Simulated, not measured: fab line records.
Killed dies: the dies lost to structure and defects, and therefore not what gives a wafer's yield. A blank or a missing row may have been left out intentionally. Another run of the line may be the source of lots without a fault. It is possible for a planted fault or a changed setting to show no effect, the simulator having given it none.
Matching of chambers -- flow nand harc -- NHARC_A_CHANNEL_FILL_D1_ALD_25 on ald hk-01 has 4 sister chambers
The step deposits SiOx, target thk 60 nm, pulse time 10 s, ald cycles 600. 4 wafers are shown with their chamber, then 9 later ones without.

WAFERS PAIRED WITH THEIR CHAMBERS
wafer,chamber,heater power w (W)
L083.6,3,537
L089.1,2,501
L089.4,1,567
L089.3,0,453

WAFERS WITH NO CHAMBER GIVEN
wafer,heater power w (W)
L090.3,571
L090.5,503
L090.6,545
L093.4,536
L093.1,464
L093.3,496
L096.1,502
L096.4,565
L096.2,452

WHICH CHAMBER EACH WENT THROUGH
wafer,from the rows above,in truth
L090.3,1,1
L090.5,2,2
L090.6,3,3
L093.4,3,3
L093.1,0,0
L093.3,2,2
L096.1,2,2
L096.4,1,1
L096.2,0,0
Correct placement for 9 of the 9. From these rows, 0 cannot be placed. Placed wrongly: 0.
How it was worked out, from the rows above alone: a wafer's distance from a chamber is the root of the sum, over the readings, of the square of ((its reading less the chamber's mean) divided by the reading's scatter). If the next closest chamber is less than 2 further off than the closest, the wafer can't be placed; otherwise it belongs to the closest. For every chamber, the mean is computed from those of its wafers that are shown. The scatter: root of mean squared gap, hidden wafer to nearest shown wafer, with one shown wafer a chamber.
